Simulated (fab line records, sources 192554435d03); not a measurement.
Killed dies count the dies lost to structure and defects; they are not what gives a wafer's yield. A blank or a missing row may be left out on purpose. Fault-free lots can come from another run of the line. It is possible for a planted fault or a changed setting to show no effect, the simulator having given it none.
fab line records -- flow n5Finfet
record: lots: 5, wafers: 15, lastDay: 18
route steps=1938 shown BEOL_M2@878 BEOL_M4@1111 PASSIVATION@1936
lots that met no fault: from a run of the same line without faults
startH: hours from the record's opening day to when the first of the lot's shown wafers began -- waitH: hours since the lot's step before -- " identical to the entry in the row above -- L1.1+2: a single row standing in for several wafers -- - no value present, or no start provided -- * or withheld: withheld -- < > ~ a bound
route shown NAME@n: a module of which the file shows steps, and the number in the route of the first -- usual: mean and standard deviation over wafers with no fault -- same: alike in all rows -- chamber/n: place in a boat -- sites: each site's reading -- _std_site: standard deviation across them -- _edge_site: inner sites' mean taken away from outer sites' mean -- radiusMm: for every site, how far away it sits from the centre of the wafer -- mask NAME#n: copy n -- behind: the most recent tool/chamber to have shaped the wafer -- hold: what put the lot on hold/how long, in hours/how the hold closed -- device: the transistor (n, p or np) that didn't switch -- end of line: the tests these same wafers got at the end of their route -- step lacking rows: just its recipe -- killed: at the first sort, the dies lost to defects and structure; wafer yield is something else -- map: shows each die of a wafer: x if killed, . if not, _ if none is there
set.NAME: the setting the step ran with; set.NAME@STEP: the setting that earlier step ran with -- model.NAME: the simulator's own value behind a step, which no gauge read
lots at some steps of the route; a table a step, a row a wafer
services: the hour from which a tool's chamber was out of use, counted from the record's first day as startH (under 0 if before that day), plus the number of hours and why
== steps ==
step: N5_BEOL_M2_INSPECT_30
recipe: mode: adi, inspectInstrument: brightfield
usual: rawDefectCount: 415/100
lot.wafer,tool,chamber,startH,waitH,rawDefectCount
L148.1,defectInspect-02,-,150.41,0.1,341
L148.3,defectInspect-02,-,150.41,0.1,548
L148.6,defectInspect-02,-,150.41,0.1,524
L155.1,defectInspect-02,-,193.23,0.1,366
L155.3,defectInspect-02,-,193.23,0.1,418
L155.4,defectInspect-02,-,193.23,0.1,422
L157.3,defectInspect-02,-,200.70,0.0,307
L157.5,defectInspect-02,-,200.70,0.0,299
L157.6,defectInspect-02,-,200.70,0.0,303
L163.2,defectInspect-02,-,247.92,0.0,364
L163.3,defectInspect-02,-,247.92,0.0,366
L163.6,defectInspect-02,-,247.92,0.0,293
L165.1,defectInspect-02,-,268.52,0.1,513
L165.2,defectInspect-02,-,268.52,0.1,329
L165.5,defectInspect-02,-,268.52,0.1,528
step: N5_BEOL_M2_DESCUM_33
recipe: chemistry: O2, timeS: 7, sourcePowerW: 50, biasPowerW: 20, pressureMtorr: 20, rfFrequencyHz: 2.712e+07, tempC: 40, resist: CAR-EUV, o2FlowSccm: 225
usual: drypumpMotorCurrentA: 5.5/0.41, oesProductAu: 0.76/0.081, rfVppV: 243.0/1.6, showerheadPlenumPTorr: 2.08/0.08, throttleValvePct: 20.44/0.26
lot.wafer,tool,chamber,startH,waitH,drypumpMotorCurrentA,oesProductAu,rfHoursCounterH,rfVppV,showerheadPlenumPTorr,throttleValvePct
L148.1,rieDiel-04,0,150.51,0.1,5.7,0.80,123,244.3,2.13,20.18
L148.3,rieDiel-04,2,150.51,0.1,5.6,0.91,24,243.3,2.11,20.39
L148.6,rieDiel-04,3,150.51,0.1,5.5,0.77,-,240.3,2.04,20.59
L155.1,rieDiel-01,2,193.26,0.0,5.1,0.71,204,243.7,2.07,20.57
L155.3,rieDiel-01,3,193.26,0.0,5.1,0.77,140,240.3,2.03,20.67
L155.4,rieDiel-01,1,193.26,0.0,5.8,0.80,114,244.7,2.19,20.13
L157.3,rieDiel-01,0,200.74,0.0,6.3,0.69,241,243.2,2.17,20.76
L157.5,rieDiel-01,0,200.74,0.0,6.3,0.68,-,244.2,2.17,20.76
L157.6,rieDiel-01,3,200.74,0.0,5.1,0.76,-,241.9,2.02,20.66
L163.2,rieDiel-01,3,248.07,0.2,5.1,0.75,162,243.2,2.02,20.68
L163.3,rieDiel-01,1,248.07,0.2,5.8,0.77,136,244.8,2.19,20.18
L163.6,rieDiel-01,3,248.07,0.2,5.0,0.74,-,240.6,2.02,20.70
L165.1,rieDiel-01,1,268.57,0.1,5.8,0.78,144,244.0,2.18,20.18
L165.2,rieDiel-01,2,268.57,0.1,5.1,0.69,233,242.1,2.06,20.61
L165.5,rieDiel-01,2,268.57,0.1,5.1,0.70,-,242.3,2.06,20.61
step: N5_BEOL_M2_ETCH_77
recipe: chemistry: N2/H2, target: underlayer, targetDepthA: 65, maskMaterial: CAR-EUV, timeS: 5.2, ionEnergyEv: 200, pressureMtorr: 30, sourceW: 840, biasW: 150, n2FlowSccm: 200, h2FlowSccm: 200, ends: cleared
step: N5_BEOL_M2_ETCH_69
recipe: chemistry: CF4, target: SiARC, targetDepthA: 156, maskMaterial: CAR-EUV, timeS: 26, ionEnergyEv: 80, pressureMtorr: 40, sourceW: 545, biasW: 36, Ar_flow_sccm: 100, cf4FlowSccm: 100, ends: cleared
step: N5_BEOL_M2_ALD_98
recipe: material: SiO2, targetThkA: 25, tempC: 100, aldPrecursorFamily: BDEAS, aldCoReactant: O2-plasma, pulseTimeS: 1, coReactantPulseTimeS: 1, purgeTimeS: 2, coReactantPurgeTimeS: 2, aldCycles: 17, pressureTorr: 2
step: N5_BEOL_M2_ETCHBACK_99
recipe: chemistry: CHF3, target: SiO2, targetDepthA: 50, timeS: 10.4, sourceW: 215, biasW: 47, Ar_flow_sccm: 200, CHF3_flow_sccm: 12, ionEnergyEv: 100, pressureMtorr: 30
step: N5_BEOL_M2_ETCH_70
recipe: chemistry: N2/H2, target: SOC, targetDepthA: 800, overetchA: 240, maskMaterial: SiARC, tempC: 40, timeS: 130, ionEnergyEv: 200, pressureMtorr: 30, sourceW: 840, biasW: 150, n2FlowSccm: 200, h2FlowSccm: 200
step: N5_BEOL_M2_STRIP_71
recipe: chemistry: N2/H2, tempC: 40, n2FlowSccm: 200, h2FlowSccm: 200, rfFrequencyHz: 6e+07
step: N5_BEOL_M2_STRIP_78
recipe: chemistry: N2/H2, tempC: 40, n2FlowSccm: 200, h2FlowSccm: 200, rfFrequencyHz: 6e+07
step: N5_BEOL_M2_VIA_ETCH_34
recipe: chemistry: C4F6/O2, targetDepthA: 694, maskMaterial: SOC, pressureMtorr: 15, ionEnergyEv: 250, taperDeg: 4, timeS: 65.9, sourceW: 350, biasW: 170, Ar_flow_sccm: 300, C4F6_flow_sccm: 10, O2_flow_sccm: 10
step: N5_BEOL_M2_STRIP_83
recipe: chemistry: C4F6/O2, resist: SiARC, rfFrequencyHz: 6e+07
step: N5_BEOL_M2_STRIP_36
recipe: chemistry: N2/H2, powerW: 450, tempC: 40, pressureMtorr: 20, rfFrequencyHz: 6e+07, overashFraction: 0.3, biasPowerW: 7, h2Frac: 0.5, n2FlowSccm: 200, h2FlowSccm: 200
step: N5_BEOL_M2_TRENCH_ETCH_37
recipe: chemistry: C4F6/O2, targetDepthA: 555.55, target: SiOC, timeS: 29.2, ionEnergyEv: 250, pressureMtorr: 30, sourceW: 355, biasW: 185, Ar_flow_sccm: 300, C4F6_flow_sccm: 10, O2_flow_sccm: 10
usual: drypumpMotorCurrentA: 5.6/0.44, oesProductAu: 0.77/0.078, rfVppV: 671/19, showerheadPlenumPTorr: 2.85/0.11, throttleValvePct: 20.93/0.22
lot.wafer,tool,chamber,startH,waitH,drypumpMotorCurrentA,oesProductAu,rfHoursCounterH,rfVppV,showerheadPlenumPTorr,throttleValvePct,model.BEOL_M2.featureDepthNm,model.etch.depthNm
L148.1,rieDiel-01,1,168.08,-,5.8,0.81,105,707,3.02,20.76,55.4,55.43
L148.3,rieDiel-01,2,168.08,-,5.1,0.71,201,654,2.83,21.06,55.2,55.24
L148.6,rieDiel-01,0,168.08,-,6.2,0.70,-,654,2.94,21.11,56.4,56.39
L155.1,rieDiel-01,3,203.97,-,5.1,0.76,144,673,2.73,20.92,54.2,54.27
L155.3,rieDiel-01,1,203.97,-,5.8,0.79,118,707,3.01,20.78,55.6,55.61
L155.4,rieDiel-01,2,203.97,-,5.1,0.70,207,653,2.83,21.06,55.4,55.32
L157.3,rieDiel-04,3,223.60,-,5.5,0.77,158,642,2.72,20.81,57.4,57.4
L157.5,rieDiel-04,3,223.60,-,5.5,0.78,-,641,2.72,20.84,57.2,57.22
L157.6,rieDiel-04,2,223.60,-,5.6,0.90,-,667,2.93,21.23,59.2,59.2
L163.2,rieDiel-01,1,253.92,-,5.8,0.77,139,706,3.00,20.82,54.8,54.84
L163.3,rieDiel-01,2,253.92,-,5.1,0.69,228,654,2.82,21.11,54.8,54.88
L163.6,rieDiel-01,2,253.92,-,5.1,0.69,-,653,2.82,21.10,55.2,55.28
L165.1,rieDiel-01,0,276.08,-,6.3,0.96,8,653,2.93,20.75,53.4,53.35
L165.2,rieDiel-01,3,276.08,-,5.0,0.74,173,673,2.71,20.95,55.2,55.19
L165.5,rieDiel-01,0,276.08,-,6.3,0.96,-,654,2.93,20.72,53.4,53.46
step: N5_BEOL_M2_ETCH_41
recipe: chemistry: CH3F/O2, target: SiCN, targetDepthA: 299, taperDeg: 2, timeS: 52.5, ionEnergyEv: 120, maskMaterial: TiN, pressureMtorr: 30, sourceW: 395, biasW: 75, Ar_flow_sccm: 150, CH3F_flow_sccm: 30, O2_flow_sccm: 20
step: N5_BEOL_M2_STRIP_97
recipe: chemistry: N2/H2, timeS: 10, powerW: 450, tempC: 40, pressureMtorr: 20, rfFrequencyHz: 6e+07, biasPowerW: 7, n2FlowSccm: 200, h2FlowSccm: 200
usual: drypumpMotorCurrentA: 5.6/0.44, oesProductAu: 0.77/0.078, rfVppV: 59.2/0.82, showerheadPlenumPTorr: 2.53/0.099, throttleValvePct: 23.6/0.35
lot.wafer,tool,chamber,startH,waitH,drypumpMotorCurrentA,oesProductAu,rfHoursCounterH,rfVppV,showerheadPlenumPTorr,throttleValvePct
L148.1,rieDiel-01,1,-,-,5.8,0.82,105,59.0,2.69,23.6
L148.3,rieDiel-01,2,-,-,5.2,0.71,201,59.6,2.54,24.3
L148.6,rieDiel-01,0,-,-,6.2,0.69,-,58.1,2.59,23.6
L155.1,rieDiel-01,3,-,-,5.1,0.75,144,59.6,2.41,23.4
L155.3,rieDiel-01,1,-,-,5.8,0.79,118,59.8,2.69,23.6
L155.4,rieDiel-01,2,-,-,5.1,0.71,207,59.0,2.54,24.3
L157.3,rieDiel-04,3,-,-,5.5,0.75,158,58.4,2.42,23.4
L157.5,rieDiel-04,3,-,-,5.5,0.75,-,58.2,2.42,23.4
L157.6,rieDiel-04,2,-,-,5.6,0.89,-,59.3,2.57,23.6
L163.2,rieDiel-01,1,-,-,5.8,0.77,139,59.7,2.68,23.6
L163.3,rieDiel-01,2,-,-,5.1,0.70,228,59.0,2.53,24.4
L163.6,rieDiel-01,2,-,-,5.1,0.69,-,58.3,2.53,24.4
L165.1,rieDiel-01,0,-,-,6.3,0.95,8,59.1,2.58,23.2
L165.2,rieDiel-01,3,-,-,5.0,0.73,173,57.7,2.40,23.5
L165.5,rieDiel-01,0,-,-,6.2,0.96,-,59.5,2.58,23.2
step: N5_BEOL_M2_OCD_MEAS_38
usual: trenchDepthNm: 55.8/1.3
lot.wafer,tool,chamber,startH,waitH,trenchDepthNm
L148.1,ocd-02,-,168.24,-,55.6
L148.3,ocd-02,-,168.24,-,55.4
L148.6,ocd-02,-,168.24,-,56.6
L155.1,ocd-01,-,204.12,-,54.0
L155.3,ocd-01,-,204.12,-,56.1
L155.4,ocd-01,-,204.12,-,55.8
L157.3,ocd-02,-,223.77,-,57.0
L157.5,ocd-02,-,223.77,-,57.2
L157.6,ocd-02,-,223.77,-,59.2
L163.2,ocd-02,-,254.08,-,54.9
L163.3,ocd-02,-,254.08,-,55.2
L163.6,ocd-02,-,254.08,-,55.1
L165.1,ocd-01,-,276.23,-,53.5
L165.2,ocd-01,-,276.23,-,55.3
L165.5,ocd-01,-,276.23,-,53.3
step: N5_BEOL_M2_HM_STRIP_39
recipe: chemistry: peroxideTinStrip, material: TiN, targetDepthA: 250, tempC: 50, timeS: 158
step: N5_BEOL_M2_SRD_40
recipe: timeS: 30, tempC: 23, rinseLiquid: diw, dry: ipaMarangoni
step: N5_BEOL_M2_PRECLEAN_42
recipe: chemistry: residueRemover, timeS: 60, tempC: 40
step: N5_BEOL_M2_SRD_43
recipe: timeS: 30, tempC: 23, rinseLiquid: diw, dry: ipaMarangoni
step: N5_BEOL_M2_CD_MEAS_35
recipe: targetCdNm: 18, targetCdYNm: 22.2, polarity: opening
usual: cdNm: 17.9/0.46
lot.wafer,tool,chamber,startH,waitH,cdNm
L148.1,cdSem-03,-,168.40,0.0,17.7
L148.3,cdSem-03,-,168.40,0.0,17.7
L148.6,cdSem-03,-,168.40,0.0,18.2
L155.1,cdSem-02,-,204.27,0.0,18.2
L155.3,cdSem-02,-,204.27,0.0,17.8
L155.4,cdSem-02,-,204.27,0.0,18.0
L157.3,cdSem-03,-,223.92,0.0,18.7
L157.5,cdSem-03,-,223.92,0.0,17.4
L157.6,cdSem-03,-,223.92,0.0,18.4
L163.2,cdSem-01,-,254.24,0.0,17.9
L163.3,cdSem-01,-,254.24,0.0,18.5
L163.6,cdSem-01,-,254.24,0.0,18.2
L165.1,cdSem-03,-,276.39,0.0,16.7
L165.2,cdSem-03,-,276.39,0.0,17.6
L165.5,cdSem-03,-,276.39,0.0,18.3
step: N5_BEOL_M2_DEGAS_44
recipe: ambient: vacuum, tempC: 250, timeS: 60
step: N5_BEOL_M2_PRE_CLEAN_45
recipe: gas: H2/He, timeS: 30, tempC: 250
step: N5_BEOL_M2_ALD_84
recipe: material: TaN, targetThkA: *, tempC: 275, aldPrecursorFamily: PDMAT, aldCoReactant: NH3, pressureTorr: 3, carrierFlowSccm: 1500, pulseTimeS: 2, purgeTimeS: 3, coReactantPurgeTimeS: 2, coReactantPulseTimeS: 3, aldCycles: 30, precursorVesselTempC: 75, precursorVesselPressureTorr: 26.25, precursorVesselCarrierSccm: 1000
usual: heaterPowerW: 424/37, precursorVesselTempC: 75.02/0.12
lot.wafer,tool,chamber,startH,waitH,heaterPowerW,precursorVesselTempC
L148.1,aldMetal-01,0,168.59,0.0,431,75.10
L148.3,aldMetal-01,1,168.59,0.0,453,74.90
L148.6,aldMetal-01,1,168.59,0.0,443,74.91
L155.1,aldMetal-03,0,204.45,0.0,393,75.03
L155.3,aldMetal-03,1,204.45,0.0,392,75.04
L155.4,aldMetal-03,2,204.45,0.0,479,75.09
L157.3,aldMetal-04,0,224.16,0.1,355,74.95
L157.5,aldMetal-04,2,224.16,0.1,428,75.12
L157.6,aldMetal-04,3,224.16,0.1,407,75.07
L163.2,aldMetal-03,2,254.90,0.1,495,74.94
L163.3,aldMetal-03,3,254.90,0.1,441,75.07
L163.6,aldMetal-03,3,254.90,0.1,441,75.18
L165.1,aldMetal-04,2,276.61,0.0,434,75.26
L165.2,aldMetal-04,0,276.61,0.0,349,74.85
L165.5,aldMetal-04,3,276.61,0.0,409,75.01
step: N5_BEOL_M2_SURFACE_TREAT_85
recipe: gas: Ar, timeS: *, ionEnergyEv: *, ionCurrentMaCm2: 0.5, pressureMtorr: *, arFlowSccm: 30
step: N5_BEOL_M2_CVD_47
recipe: material: Co, targetThkA: 30, tempC: withheld, precursor: CCTBA/H2, pressureTorr: 30, timeS: 223.8
step: N5_BEOL_M2_SPUTTER_48
recipe: material: Cu, targetThkA: 45, tempC: -20, chamberPressurePa: 0.07, powerW: withheld, timeS: 8.29
step: N5_BEOL_M2_ANNEAL_49
recipe: tempC: 400, timeS: 240, ambient: vacuum
step: N5_BEOL_M2_SPUTTER_79
recipe: material: Cu, targetThkA: 45, tempC: -20, chamberPressurePa: 0.07, powerW: withheld, timeS: 8.29
step: N5_BEOL_M2_ANNEAL_80
recipe: tempC: 400, timeS: 240, ambient: vacuum
step: N5_BEOL_M2_SPUTTER_81
recipe: material: Cu, targetThkA: 45, tempC: -20, chamberPressurePa: 0.07, powerW: withheld, timeS: 8.29
step: N5_BEOL_M2_ANNEAL_82
recipe: tempC: 400, timeS: 240, ambient: vacuum
step: N5_BEOL_M2_SPUTTER_86
recipe: material: Cu, targetThkA: 45, tempC: -20, chamberPressurePa: 0.07, powerW: withheld, timeS: 8.29
usual: chuckSensorTempC: -15.7/0.53, throttleValvePct: 29.6/0.88
lot.wafer,tool,chamber,startH,waitH,chuckSensorTempC,throttleValvePct
L148.1,pvdSputter-03,-,170.81,0.1,-14.9,31.3
L148.3,pvdSputter-03,-,170.81,0.1,-15.4,28.6
L148.6,pvdSputter-03,-,170.81,0.1,-15.0,31.3
L155.1,pvdSputter-02,-,209.06,0.1,-16.7,28.8
L155.3,pvdSputter-02,-,209.06,0.1,-15.5,29.4
L155.4,pvdSputter-02,-,209.06,0.1,-15.7,29.4
L157.3,pvdSputter-02,-,225.83,0.1,-16.2,30.4
L157.5,pvdSputter-02,-,225.83,0.1,-15.5,29.2
L157.6,pvdSputter-02,-,225.83,0.1,-16.3,30.5
L163.2,pvdSputter-02,-,256.26,0.1,-16.7,29.0
L163.3,pvdSputter-02,-,256.26,0.1,-15.3,29.5
L163.6,pvdSputter-02,-,256.26,0.1,-16.1,30.5
L165.1,pvdSputter-01,-,277.86,0.1,-15.7,28.9
L165.2,pvdSputter-01,-,277.86,0.1,-15.9,28.5
L165.5,pvdSputter-01,-,277.86,0.1,-15.5,28.8
step: N5_BEOL_M2_ANNEAL_87
recipe: tempC: 400, timeS: 240, ambient: vacuum
step: N5_BEOL_M2_SPUTTER_88
recipe: material: Cu, targetThkA: 45, tempC: -20, chamberPressurePa: 0.07, powerW: withheld, timeS: 8.29
step: N5_BEOL_M2_ANNEAL_89
recipe: tempC: 400, timeS: 240, ambient: vacuum
step: N5_BEOL_M2_SPUTTER_90
recipe: material: Cu, targetThkA: 45, tempC: -20, chamberPressurePa: 0.07, powerW: withheld, timeS: 8.29
step: N5_BEOL_M2_ANNEAL_91
recipe: tempC: 400, timeS: 240, ambient: vacuum
step: N5_BEOL_M2_SPUTTER_92
recipe: material: Cu, targetThkA: 45, tempC: -20, chamberPressurePa: 0.07, powerW: withheld, timeS: 8.29
step: N5_BEOL_M2_ANNEAL_93
recipe: tempC: 400, timeS: 240, ambient: vacuum
usual: heaterPowerW: 810/58
lot.wafer,tool,chamber,startH,waitH,heaterPowerW
L148.1,pvdSputter-03,-,171.55,0.0,776
L148.3,pvdSputter-03,-,171.55,0.0,825
L148.6,pvdSputter-03,-,171.55,0.0,774
L155.1,pvdSputter-02,-,209.80,0.0,798
L155.3,pvdSputter-02,-,209.80,0.0,770
L155.4,pvdSputter-02,-,209.80,0.0,714
L157.3,pvdSputter-02,-,226.57,0.0,864
L157.5,pvdSputter-02,-,226.57,0.0,760
L157.6,pvdSputter-02,-,226.57,0.0,858
L163.2,pvdSputter-02,-,257.00,0.0,788
L163.3,pvdSputter-02,-,257.00,0.0,722
L163.6,pvdSputter-02,-,257.00,0.0,865
L165.1,pvdSputter-01,-,278.60,0.0,921
L165.2,pvdSputter-01,-,278.60,0.0,760
L165.5,pvdSputter-01,-,278.60,0.0,916
step: N5_BEOL_M2_SPUTTER_94
recipe: material: Cu, targetThkA: 45, tempC: -20, chamberPressurePa: 0.07, powerW: withheld, timeS: 8.29
step: N5_BEOL_M2_ANNEAL_95
recipe: tempC: 400, timeS: 240, ambient: vacuum
step: N5_BEOL_M2_CMP_52
recipe: stopOn: SiOC, tOverpolishS: 6.8, downForcePsi: 1, platenRpm: 50, clearingPlatenDownForcePsi: 1.5, clearingPlatenRpm: 50, postCmpClean: cuAlkaline, targetThkNm: 40, clearingPlatenPadVelocityMS: 0.99484, padVelocityMS: 0.99484
usual: barrierFieldEndpointS: 24.5/0.64, clearingPlatenRpm: 50.001/0.025, edgeZonePressureFrac: 1.001/0.0048, motorCurrentA: 6.1/0.61, overpolishRunS: 6.800/0.0092, timeToEndpointS: 62/3.9
lot.wafer,tool,chamber,startH,waitH,barrierFieldEndpointS,clearingPlatenRpm,edgeZonePressureFrac,motorCurrentA,overpolishRunS,timeToEndpointS,model.Cu_of_BEOL_M2_ECD_50.thkNm
L148.1,cmp-01,0,172.41,0.3,24.3,50.008,0.998,7.0,6.790,62,40.4
L148.3,cmp-01,1,172.41,0.3,23.7,49.999,0.993,5.4,6.806,58,38
L148.6,cmp-01,0,172.41,0.3,25.0,49.997,0.995,6.7,6.801,62,41.6
L155.4,cmp-01,0,210.65,0.1,24.4,49.957,0.998,6.7,6.796,61,38.8
L155.1,cmp-01,1,210.65,0.1,24.1,50.006,1.009,5.3,6.793,56,37.8
L155.3,cmp-01,3,210.65,0.1,24.4,50.030,1.010,5.6,6.804,67,41.2
L157.3,cmp-03,1,227.50,0.2,24.7,49.996,1.004,5.8,6.791,68,43.2
L157.5,cmp-03,3,227.50,0.2,24.3,50.035,1.001,6.1,6.797,67,43
L157.6,cmp-03,0,227.50,0.2,24.2,50.029,1.006,5.9,6.796,62,44.2
L163.3,cmp-01,2,257.85,0.2,23.8,49.973,1.004,6.1,6.805,61,37.6
L163.2,cmp-01,0,257.85,0.2,24.4,49.994,1.000,7.0,6.813,60,36
L163.6,cmp-01,3,257.85,0.2,25.6,49.993,0.996,5.7,6.782,66,38.4
L165.2,cmp-02,2,279.49,0.2,24.6,49.991,1.006,5.3,6.786,60,40
L165.1,cmp-02,0,279.49,0.2,24.4,49.972,1.002,7.5,6.796,62,38
L165.5,cmp-02,2,279.49,0.2,24.4,50.037,1.005,5.4,6.803,62,37.2
step: N5_BEOL_M4_RC_MEAS_101
usual: DIBL_N: 36.5/2.1, DIBL_P: 36.6/2.6, IOFF_N: 0.17/0.044, IOFF_P: 0.21/0.048, ION_N: 674/17, ION_P: 462/9.5, SS_N: 71.6/0.77, SS_P: 73.5/0.72, VT_N: 250/4.2, VT_P: -250/3.9
lot.wafer,tool,chamber,startH,waitH,DIBL_N[mV/V],DIBL_P[mV/V],IOFF_N[nA/um],IOFF_P[nA/um],ION_N[uA/um],ION_P[uA/um],SS_N[mV/dec],SS_P[mV/dec],VT_N[mV],VT_P[mV]
L148.1,prober-02,0,223.94,0.0,33.7,33.7,0.12,0.17,661,458,70.5,73.0,251,-253
L148.3,prober-02,0,223.94,0.0,36.6,36.6,0.16,0.19,674,457,71.5,73.0,252,-251
L148.6,prober-02,0,223.94,0.0,35.1,34.1,0.13,0.16,654,447,71.1,72.8,253,-253
L155.1,prober-01,0,252.08,0.0,36.8,34.5,0.16,0.19,677,456,71.7,72.7,249,-250
L155.3,prober-01,0,252.08,0.0,39.6,38.7,0.23,0.26,702,476,72.9,73.3,246,-246
L155.4,prober-01,0,252.08,0.0,34.7,32.9,0.15,0.18,698,472,71.5,73.0,251,-252
L157.3,prober-01,0,276.03,0.3,38.7,40.4,0.24,0.26,685,466,71.9,74.7,247,-251
L157.5,prober-01,0,276.03,0.3,34.3,34.4,0.13,0.17,661,453,71.3,72.4,255,-257
L157.6,prober-01,0,276.03,0.3,34.7,35.8,0.15,0.19,678,462,70.9,73.5,250,-255
L163.2,prober-01,0,300.08,0.2,36.9,36.9,0.19,0.27,669,465,71.8,73.9,249,-243
L163.3,prober-01,0,300.08,0.2,35.1,35.0,0.15,0.23,673,473,70.8,73.1,248,-245
L163.6,prober-01,0,300.08,0.2,35.9,35.6,0.16,0.24,688,479,71.6,73.9,250,-245
L165.1,prober-01,0,317.21,0.0,33.9,34.1,0.10,0.14,656,449,71.3,73.0,256,-257
L165.2,prober-01,0,317.21,0.0,38.8,40.4,0.18,0.23,672,456,72.6,74.4,252,-252
L165.5,prober-01,0,317.21,0.0,36.9,37.0,0.14,0.18,672,462,71.8,74.2,253,-255
step: N5_PASSIVATION_PROBE_49
usual: defectLimitedYield: 91.2/1.5, killed_at_M0_to_M3: 36/10, killed_at_M4_up: 14/5.2, killedAtContacts: 12/6, killedAtFrontEnd: 37/10, killedAtOther: 4/3.3, killedDies: 104/18, killedOpen: 68/14, killedShort: 34/7.4, sort_bin_5_function: 5.2/1, sort_bin_6_memory: 3.3/0.7, sort_bin_8_speed: 0.01/0.045, sortNPass: 1076/18, sortYieldPct: 91.2/1.5
same: grossDies: 1180, killedAtBackSide: 0, sort_bin_4_leakage[%]: 0
lot.wafer,tool,chamber,startH,waitH,defectLimitedYield[%],killed_at_M0_to_M3,killed_at_M4_up,killedAtContacts,killedAtFrontEnd,killedAtOther,killedDies,killedOpen,killedShort,sort_bin_5_function[%],sort_bin_6_memory[%],sort_bin_8_speed[%],sortNPass,sortYieldPct[%]
L148.3,prober-01,-,338.37,0.1,94.2,35,8,6,19,0,68,42,25,3.0,2.5,0,1112,94.2
L148.6,prober-01,-,338.52,0.3,91.9,42,13,8,28,4,95,58,37,4.5,3.2,0,1085,91.9
killed by level:class
L148.3 BEOL_M2:geometricParticle:open=8 MOL_CONTACT_COAG:geometricParticle:open=6 BEOL_M1:geometricParticle:open=6 FIN_SAQP:geometricParticle:open=4 BEOL_M1:geometricParticle:short=4 BEOL_M0_SAQP:geometricParticle:open=4 BEOL_M0_SAQP:geometricParticle:short=4 STARTING-WAFER:geometricParticle:short=4
L148.6 BEOL_M0_SAQP:geometricParticle:open=11 BEOL_M1:geometricParticle:open=7 BEOL_M4:geometricParticle:open=7 MOL_CONTACT_COAG:geometricParticle:open=6 BEOL_M0_SAQP:geometricParticle:short=6 FIN_SAQP:geometricParticle:open=5 STI_FIN_REVEAL:geometricParticle:open=5 BEOL_M1:geometricParticle:short=5
== services ==
tool,chamber,startH,hours,kind
cmp-01,-,143.49,16.2,pm
cmp-02,-,144.13,7.5,pm
pvdSputter-01,-,155.50,4.5,repair
aldMetal-01,2,157.06,20.6,repair
rieDiel-01,2,171.91,16.9,repair
cmp-02,-,173.39,1.6,repair
aldMetal-04,-,187.06,0.8,repair
rieDiel-04,2,196.85,3.7,repair
aldMetal-01,-,200.19,1.3,repair
cmp-03,-,204.67,4.0,pm
cmp-03,-,216.66,0.9,repair
cmp-02,-,216.81,1.2,repair
cmp-01,-,217.37,1.1,repair
pvdSputter-01,-,219.23,4.0,repair
rieDiel-01,0,223.62,-,clean
cmp-02,-,231.63,10.3,pm
aldMetal-03,-,232.44,2.8,pm
aldMetal-01,1,242.96,2.0,repair
cmp-03,-,244.00,1.0,repair
cmp-02,-,259.41,4.0,pm
rieDiel-04,0,268.44,10.6,repair
cmp-01,-,269.12,8.4,pm
rieDiel-04,3,273.77,2.0,repair
cmp-01,-,278.95,0.5,repair
== key ==
firstSign none at tools or gauges
modelEffect: step: N5_BEOL_M2_TRENCH_ETCH_37, value: BEOL_M2.featureDepthNm, without: 57.7, struck: 53.4
modelEffect: step: N5_BEOL_M2_CMP_52, value: Cu_of_BEOL_M2_ECD_50.thkNm, without: 41.8, struck: 37.6
metAt N5_BEOL_M2_TRENCH_ETCH_37
struckWafers L165.1,L165.5
baselineLoss: step: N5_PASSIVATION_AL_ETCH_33, wafers: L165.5
onsetBetween 168.08 276.08
fault: kind: processParameterDrift, tool: rieDiel-01, chamber: 0, onsetH: 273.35, steps: N5_BEOL_M2_TRENCH_ETCH_37, channel: targetDepthA, offset: -41.038, shape: step, actsIn: theseRecipesOnly, stated: 555.55
baselineLoss: these wafers lose ten dies or more at that step, a loss of the line's own and not of a fault; the sort's usual values leave them out
